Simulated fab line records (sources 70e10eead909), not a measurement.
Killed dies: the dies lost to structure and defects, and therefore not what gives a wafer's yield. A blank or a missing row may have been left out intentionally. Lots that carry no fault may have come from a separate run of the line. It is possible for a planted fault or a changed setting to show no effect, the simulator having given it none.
Matching of chambers + flow nandHarc + NHARC_A_BONDPAD_DESCUM_11 on rieDiel-03: 4 sister chambers
The step chemistry O2, time 3 s. 8 wafers are shown with their chamber, then 11 later ones without.

EACH WAFER AND ITS CHAMBER
| wafer  | chamber | drypumpMotorCurrentA (A) | oesProductAu (a.u.) |
|--------|---------|--------------------------|---------------------|
| L777.6 | 0       | 5.63                     | 0.994               |
| L776.4 | 1       | 5.23                     | 0.997               |
| L776.5 | 0       | 5.65                     | 0.994               |
| L779.6 | 1       | 5.24                     | 0.991               |
| L792.2 | 2       | 5.62                     | 1.010               |
| L787.4 | 2       | 5.64                     | 1.001               |
| L787.6 | 3       | 5.70                     | 1.001               |
| L789.1 | 3       | 5.75                     | 0.999               |

WAFERS WITH NO CHAMBER GIVEN
| wafer  | drypumpMotorCurrentA (A) | oesProductAu (a.u.) |
|--------|--------------------------|---------------------|
| L789.2 | 5.25                     | 1.000               |
| L789.3 | 5.63                     | 1.009               |
| L795.1 | 5.22                     | 0.996               |
| L795.3 | 5.76                     | 1.001               |
| L795.5 | 5.21                     | 0.998               |
| L794.2 | 5.64                     | 0.999               |
| L794.4 | 5.70                     | 1.008               |
| L794.6 | 5.64                     | 1.004               |
| L796.1 | 5.67                     | 1.013               |
| L796.2 | 5.23                     | 0.991               |
| L796.3 | 5.60                     | 0.993               |

EACH ONE'S CHAMBER
| wafer  | from the rows above     | in truth |
|--------|-------------------------|----------|
| L789.2 | 1                       | 1        |
| L789.3 | 2                       | 2        |
| L795.1 | 1                       | 1        |
| L795.3 | 3                       | 3        |
| L795.5 | 1                       | 1        |
| L794.2 | can't be placed: 0 or 2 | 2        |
| L794.4 | can't be placed: 3 or 2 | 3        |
| L794.6 | can't be placed: 2 or 0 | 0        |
| L796.1 | can't be placed: 2 or 3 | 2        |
| L796.2 | 1                       | 1        |
| L796.3 | can't be placed: 0 or 2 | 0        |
Correctly placed: 6 of 11. Unplaceable from these rows: 5, with the true chamber sitting among the candidates in 5. Placed wrongly: 0.
How it was worked out, from the rows above alone: a wafer's distance from a chamber is the root of the sum, over the readings, of the square of ((its reading less the chamber's mean) divided by the reading's scatter). The wafer belongs to the nearest chamber; if the next one is less than 2 further off, it can't be placed. A chamber's mean is the mean of its shown wafers. How the scatter is found: for the shown wafers, subtract from each reading the mean of its chamber, square and add these, divide the total by (wafers less chambers), then take the root.
